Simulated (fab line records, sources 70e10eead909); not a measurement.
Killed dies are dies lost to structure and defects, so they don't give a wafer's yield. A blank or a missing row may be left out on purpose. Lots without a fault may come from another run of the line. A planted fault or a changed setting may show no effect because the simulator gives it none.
A struck lot beside a sound one | flow nand_harc | 15 steps out of a route of 1302
Sound: wafers L736.1, L736.2, L736.5. Struck: wafers L741.2, L741.5. (L741.4 of the same lot was not struck and is left out.) The cause comes at the end.
At each step with rows: each side's tool, then ch and its chambers, then its first start. Under that, the readings that differ: sound wafers | struck wafers | difference of the means | sigmas: that difference in standard deviations of wafers without a fault.
alike: readings whose means differ by less than 2 such deviations, and words and numbers that are the same on both sides. not compared: withheld readings, readings that some wafer has no value for, bounds like >300 that may hide the same value, and numbers for which the record gives no deviation and whose values overlap.
The two part at a step that has a row with sigmas, a row that says differs or no value, or rows on one side only. Numbers that don't overlap but have no deviation are shown without sigmas and don't part them. A reading that every wafer of one side lacks parts them only if that side has two wafers or more.

NHARC_A_DECK1_JOINT_ETCHBACK_00: etches the open film in HBr, target depth 30 nm, time 17.4 s.
  sound on rie_si-04 ch 0,1, day 12 07:35; struck on rie_si-06 ch 1,3, day 13 19:03
  reading              | sound             | struck      | difference | sigmas
  hbr_flow_sccm (sccm) | 151.1 149.5 150.4 | 148.7 150.1 | -0.9       | -2
  alike: drypump_motor_current_A, he_backside_leak_sccm, oes_product_au, throttle_valve_pct
  not compared: rf_hours_counter_h
then, 8 steps without rows for these wafers: NHARC_A_DECK1_JOINT_PRECLEAN_30 (cleans in SC1); NHARC_A_DECK1_JOINT_SRD_31; NHARC_A_DECK1_JOINT_CVD_34 (deposits SiNx, target thk 20 nm); NHARC_A_DECK1_JOINT_DEP_06 (deposits SiOx, target thk 80 nm); NHARC_A_DECK1_JOINT_CURE_26 (time 32 s); NHARC_A_DECK1_JOINT_ANNEAL_27 (time 3600 s); NHARC_A_DECK1_JOINT_ANNEAL_28 (time 1800 s); NHARC_A_DECK1_JOINT_ANNEAL_29 (time 1800 s).
NHARC_A_DECK1_JOINT_CMP_02: polishes SiOx.
  sound on cmp-02 ch 1,2, day 13 09:46; struck on cmp-03 ch 0,3, day 14 16:27
  alike: motor_current_A, slurry_flow_ml_min
then, 1 step without rows for these wafers: NHARC_A_DECK1_JOINT_SRD_15.
NHARC_A_DECK1_JOINT_DEP_16: deposits SiO2, target thk 45 nm.
  sound on pecvd-02 ch 1,2, day 13 10:21; struck on pecvd-04 ch 2, day 14 16:52
  alike: heater_power_w, throttle_valve_pct
NHARC_A_DECK1_JOINT_THK_MEAS_17: measures by ellipsometry.
  sound on film_metro-01, day 13 10:36; struck on film_metro-01, day 14 17:07
  reading     | sound          | struck    | difference | sigmas
  thk_nm (nm) | 44.7 45.3 45.4 | 26.8 28.6 | -17.4      | -16
NHARC_A_DECK1_JOINT_INSPECT_05:
  sound on defect_inspect-01, day 13 10:38; struck on defect_inspect-02, day 14 17:10
  alike: raw_defect_count
then, 1 step without rows for these wafers: NHARC_END_SORT_01.

WHERE THEY PART
First at NHARC_A_DECK1_JOINT_ETCHBACK_00; last, within this record, at NHARC_A_DECK1_JOINT_THK_MEAS_17. Later steps at which nothing parts them and some readings are alike: NHARC_A_DECK1_JOINT_INSPECT_05.

WHY: what the simulator had put in
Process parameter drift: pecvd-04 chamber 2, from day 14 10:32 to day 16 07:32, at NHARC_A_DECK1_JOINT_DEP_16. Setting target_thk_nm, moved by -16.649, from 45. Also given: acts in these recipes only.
